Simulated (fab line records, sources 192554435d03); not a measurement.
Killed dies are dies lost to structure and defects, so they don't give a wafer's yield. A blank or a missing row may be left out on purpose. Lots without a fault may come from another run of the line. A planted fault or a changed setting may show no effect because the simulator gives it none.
Problem report in the 8D (eight disciplines) form, filled by code | flow n5_finfet | the parts of the form that need people (team, actions taken, sign-off) are left out

1. THE PROBLEM
run_length_s at N5_BEOL_M9_COAT_75 reads a mean of 76.59 s on 3 wafers of 2 lots; wafers without a fault read 66.13 s with a standard deviation of 0.24. That is +44 standard deviations from the usual mean.
The step: time 60 s, resist thk 5 nm.
First seen on wafer L740.1, day 12 23:34, on litho_track-03. The record holds 38 wafers of 13 lots with a number at this step. Rule for "out", or "out of limits": more than 4 standard deviations from the usual mean. The other wafers with a number count as sound.

2. WHAT IT IS AND WHAT IT IS NOT
question                    | is                     | is not
which readings at this step | run_length_s           | dispense_pressure_kPa
which lots                  | L738, L740             | L726, L727, L728, L729, L732, L733, L742, L743, L747, L748, L749
which wafers of those lots  | L738.1, L740.1, L740.6 | L738.3, L738.4, L740.2
read on which tools         | litho_track-03         | litho_track-01, litho_track-04
when                        | from day 12 23:34      | up to then (19 sound wafers); but 16 sound wafers of L738, L742, L743, L747, L748, L749 came after

3. SUSPECTS, AND WHAT RULES EACH OUT
Counting: a tool at a process step up to the reading stays a suspect if it ran every lot that is out. Sound lots after the first of them don't rule it out here, since some wafers of a struck lot are sound.
- uv_cure-03 at N5_BEOL_M9_CURE_71 (cures SiCOH lowk, time 240 s): kept. It ran every lot that is out, first L740 (day 12 20:53); its last sound lot up to then is L732 (day 11 00:56).
- litho_track-03 at N5_BEOL_M9_COAT_75 (time 60 s, resist thk 5 nm): kept. It ran every lot that is out, first L740 (day 12 23:34); its last sound lot up to then is L733 (day 11 00:34). Its own readings are out on those wafers: run_length_s.
Left after counting: uv_cure-03 at N5_BEOL_M9_CURE_71, litho_track-03 at N5_BEOL_M9_COAT_75.

4. THE CAUSE (what the simulator had put in)
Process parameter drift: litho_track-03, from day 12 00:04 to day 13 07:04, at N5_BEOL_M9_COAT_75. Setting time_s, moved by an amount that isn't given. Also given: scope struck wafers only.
Counting left 2 suspects, and this tool is among them.

5. THE CHAIN OF EFFECTS, in route order
Each row: a reading whose mean over the struck wafers that have a number lies more than 3 standard deviations from the usual. Only readings for which the record gives a usual standard deviation are gone through. hours: the time from each lot's start at the first step in this table that gives one to its start at this step, as a median over the lots. sigmas: the change in usual standard deviations.
hours | step               | reading      | usual   | on struck wafers | change | sigmas
0     | N5_BEOL_M9_COAT_75 | run_length_s | 66.13 s | 76.59            | +10.46 | +44
The process steps in it:
- N5_BEOL_M9_COAT_75: time 60 s, resist thk 5 nm.

6. WHAT WOULD HAVE CAUGHT IT SOONER
In this record the first reading out of limits was taken at day 12 23:34, 24 hours after the fault began at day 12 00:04.
